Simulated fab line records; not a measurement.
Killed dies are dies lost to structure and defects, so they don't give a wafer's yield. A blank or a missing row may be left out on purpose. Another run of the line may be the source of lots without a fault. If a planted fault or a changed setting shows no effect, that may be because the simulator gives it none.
Split-lot study :: flow n5_finfet :: 21 wafers read from 7 lots, route of 1938 steps

ABOUT THE SPLIT
At N5_BEOL_M1_TRENCH_ETCH_37 (etches SiOC in C4F6/O2, target depth 55.207 nm, time 29 s), the setting bias_w was moved away from the recipe's 185 W on 7 of the 21 wafers read, by -16.9% to +9.7%. All remaining wafers had this setting at the recipe value.

Reading taken at the split's own step.

THE READING
rf_vpp_V, in V, at N5_BEOL_M1_TRENCH_ETCH_37 (etches SiOC in C4F6/O2, target depth 55.207 nm, time 29 s). Fault-free wafers of this fab line usually give 668 V, standard deviation 7.5 V.

wafer: L075.4
tool, chamber at the split: rie_diel-05, 0
bias_w as run, W: 153.8
against the recipe: -16.9%
rf_vpp_V, V: 580
against lot-mates on the recipe: -95

wafer: L075.5
tool, chamber at the split: rie_diel-05, 2
bias_w as run, W: 153.8
against the recipe: -16.9%
rf_vpp_V, V: 568
against lot-mates on the recipe: -107

wafer: L075.6
tool, chamber at the split: rie_diel-05, 1
bias_w as run, W: 185
against the recipe: recipe
rf_vpp_V, V: 675
against lot-mates on the recipe: -

wafer: L080.2
tool, chamber at the split: rie_diel-02, 2
bias_w as run, W: 185
against the recipe: recipe
rf_vpp_V, V: 675
against lot-mates on the recipe: -

wafer: L080.4
tool, chamber at the split: rie_diel-02, 0
bias_w as run, W: 164
against the recipe: -11.4%
rf_vpp_V, V: 602
against lot-mates on the recipe: -72

wafer: L080.6
tool, chamber at the split: rie_diel-02, 1
bias_w as run, W: 185
against the recipe: recipe
rf_vpp_V, V: 673
against lot-mates on the recipe: -

wafer: L087.1
tool, chamber at the split: rie_diel-04, 2
bias_w as run, W: 185
against the recipe: recipe
rf_vpp_V, V: 673
against lot-mates on the recipe: -

wafer: L087.2
tool, chamber at the split: rie_diel-04, 0
bias_w as run, W: 185
against the recipe: recipe
rf_vpp_V, V: 666
against lot-mates on the recipe: -

wafer: L087.5
tool, chamber at the split: rie_diel-04, 0
bias_w as run, W: 171.5
against the recipe: -7.3%
rf_vpp_V, V: 626
against lot-mates on the recipe: -44

wafer: L091.1
tool, chamber at the split: rie_diel-02, 2
bias_w as run, W: 195
against the recipe: +5.4%
rf_vpp_V, V: 704
against lot-mates on the recipe: +30

wafer: L091.3
tool, chamber at the split: rie_diel-02, 1
bias_w as run, W: 185
against the recipe: recipe
rf_vpp_V, V: 671
against lot-mates on the recipe: -

wafer: L091.5
tool, chamber at the split: rie_diel-02, 2
bias_w as run, W: 185
against the recipe: recipe
rf_vpp_V, V: 676
against lot-mates on the recipe: -

wafer: L092.2
tool, chamber at the split: rie_diel-05, 2
bias_w as run, W: 185
against the recipe: recipe
rf_vpp_V, V: 660
against lot-mates on the recipe: -

wafer: L092.3
tool, chamber at the split: rie_diel-05, 1
bias_w as run, W: 185
against the recipe: recipe
rf_vpp_V, V: 674
against lot-mates on the recipe: -

wafer: L092.4
tool, chamber at the split: rie_diel-05, 3
bias_w as run, W: 185
against the recipe: recipe
rf_vpp_V, V: 674
against lot-mates on the recipe: -

wafer: L095.1
tool, chamber at the split: rie_diel-04, 1
bias_w as run, W: 185
against the recipe: recipe
rf_vpp_V, V: 652
against lot-mates on the recipe: -

wafer: L095.4
tool, chamber at the split: rie_diel-04, 2
bias_w as run, W: 185
against the recipe: recipe
rf_vpp_V, V: 673
against lot-mates on the recipe: -

wafer: L095.6
tool, chamber at the split: rie_diel-04, 1
bias_w as run, W: 185
against the recipe: recipe
rf_vpp_V, V: 651
against lot-mates on the recipe: -

wafer: L096.1
tool, chamber at the split: rie_diel-02, 3
bias_w as run, W: 185
against the recipe: recipe
rf_vpp_V, V: 660
against lot-mates on the recipe: -

wafer: L096.2
tool, chamber at the split: rie_diel-02, 0
bias_w as run, W: 202.9
against the recipe: +9.7%
rf_vpp_V, V: 715
against lot-mates on the recipe: +55

wafer: L096.5
tool, chamber at the split: rie_diel-02, 1
bias_w as run, W: 202.9
against the recipe: +9.7%
rf_vpp_V, V: 723
against lot-mates on the recipe: +63

THE FIT
A straight line over all 21 wafers: rf_vpp_V changes by +5.59 V for each +1% of bias_w; r = +0.98; the points scatter about the line by 7.8 V.
The same after taking each lot's own level away (the mean of its wafers on the recipe; 21 wafers): +6.04 V for each +1%; r = +0.99; scatter 5.6 V.
Per that fit: largest bias_w move, reading shift of 1e+02 V.
From 658.7 to 675.0 V: that is the span of the lots' own levels, equal to 2.2 times the standard deviation above.
Hence the lot-to-lot level has little effect on the slope; both slopes agree.
Check: for one of the wafers moved furthest among these (-16.9%), held out of the fit, the line's prediction against its lot-mates is -105 V. Against them it came out at -95 V.
Tool readings at the split's step, against how far the setting was moved: rf_vpp_V r = +0.98.

THESE WAFERS: OTHER SPLITS
Before the reading, these wafers also passed through other splits. Each is held against what the fit with the lots' levels taken away leaves over:
other split on the same wafers: N5_SDB_CUT_ETCH_26 bias_w
wafers away from the commonest value: as run: not given for these wafers
r with rf_vpp_V (lot level and that fit taken away): -

other split on the same wafers: N5_MOL_CONTACT_COAG_ETCH_106 source_w
wafers away from the commonest value: 6
r with rf_vpp_V (lot level and that fit taken away): -0.02

other split on the same wafers: N5_MOL_CONTACT_COAG_ETCH_110 bias_w
wafers away from the commonest value: 6
r with rf_vpp_V (lot level and that fit taken away): -0.37

other split on the same wafers: N5_MOL_CONTACT_COAG_ALD_27 ald_cycles
wafers away from the commonest value: 9
r with rf_vpp_V (lot level and that fit taken away): +0.09

other split on the same wafers: N5_BEOL_M0_CUTY_EXPOSE_54 dose_mj
wafers away from the commonest value: 8
r with rf_vpp_V (lot level and that fit taken away): +0.11

other split on the same wafers: N5_BEOL_M0_ETCH_138 source_w
wafers away from the commonest value: 9
r with rf_vpp_V (lot level and that fit taken away): +0.15

other split on the same wafers: N5_BEOL_M1_COAT_22 spin_rpm
wafers away from the commonest value: 8
r with rf_vpp_V (lot level and that fit taken away): -0.11

THE WHOLE CHAIN: every reading that the file lists as answering this split, in the file's order
step: N5_BEOL_M1_TRENCH_ETCH_37
what it does: etches SiOC in C4F6/O2, target depth 55.207 nm, time 29 s
reading: rf_vpp_V
change (the file's fit): +6.07 V for each +1% of the setting
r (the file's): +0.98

step: N5_BEOL_M1_TRENCH_ETCH_37
what it does: etches SiOC in C4F6/O2, target depth 55.207 nm, time 29 s
reading: BEOL_M1.feature_depth_nm (the simulator's own value, which no gauge read)
change (the file's fit): +0.221 nm for each +1% of the setting
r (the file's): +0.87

step: N5_BEOL_M1_TRENCH_ETCH_37
what it does: etches SiOC in C4F6/O2, target depth 55.207 nm, time 29 s
reading: etch.depth_nm (the simulator's own value, which no gauge read)
change (the file's fit): +0.219 nm for each +1% of the setting
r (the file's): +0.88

THE FILE'S OWN FIT
rf_vpp_V changes by +6.07 V for each +1% of bias_w, r = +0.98.
